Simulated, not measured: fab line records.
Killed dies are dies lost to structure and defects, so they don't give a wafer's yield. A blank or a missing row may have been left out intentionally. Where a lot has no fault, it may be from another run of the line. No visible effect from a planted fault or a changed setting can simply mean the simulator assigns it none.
Chamber matching ; flow n5 finfet ; pecvd-02 running N5_PMOS_HMC_CHANNEL_EPI_HM_DEP_34: 3 sister chambers
The step deposits SiO2 from TEOS/O2, target thk 36 nm, time 6.9 s. 16 wafers are shown with their chamber, then 8 later ones without.

## WAFERS PAIRED WITH THEIR CHAMBERS
wafer;chamber;throttle valve pct (%);showerhead plenum p Torr (Torr);heater power w (W)
L278.2;0;20.4;8.32;576
L278.3;2;17.1;8.31;535
L278.6;0;20.4;8.33;583
L285.2;1;19.3;8.36;695
L285.4;0;20.4;8.31;625
L285.6;2;17.5;8.30;604
L287.1;0;20.1;8.33;547
L287.3;0;20.7;8.29;550
L287.5;0;20.8;8.33;564
L291.2;2;17.4;8.34;535
L291.5;1;19.7;8.37;552
L291.6;2;17.3;8.30;546
L295.1;0;20.6;8.33;619
L295.4;0;20.2;8.32;638
L295.6;2;17.3;8.29;609
L296.1;1;19.5;8.38;633

SIGNATURES (averages over the wafers above)
reading;chamber 0;chamber 1;chamber 2;scatter within a chamber
throttle valve pct;20.450;19.500;17.320;0.209
showerhead plenum p Torr;8.3200;8.3700;8.3080;0.0154
heater power w;587.75;626.67;565.80;43.5
Rule: a wafer's distance from a chamber is the root of the sum, over the readings, of the square of ((its reading less the chamber's mean) divided by the reading's scatter). If the next closest chamber is less than 2 further off than the closest, the wafer can't be placed; otherwise it belongs to the closest. The scatter is the square root of a quotient: the sum, over the shown wafers, of each reading's squared deviation from its chamber's mean, divided by wafers minus chambers.

## WAFERS WITHOUT THEIR CHAMBER
wafer;throttle valve pct (%);showerhead plenum p Torr (Torr);heater power w (W)
L296.2;20.6;8.32;586
L296.5;19.4;8.36;630
L298.2;19.5;8.34;655
L298.4;20.6;8.32;514
L298.5;17.3;8.28;595
L300.1;17.4;8.30;539
L300.2;20.4;8.34;525
L300.3;19.5;8.36;579

## WHICH CHAMBER EACH ONE RAN IN
wafer;from the rows above;in truth
L296.2;0;0
L296.5;1;1
L298.2;1;1
L298.4;0;0
L298.5;2;2
L300.1;2;2
L300.2;0;0
L300.3;1;1
Correct placement for 8 of the 8. Not placeable from these rows: 0. Placed wrongly: 0.
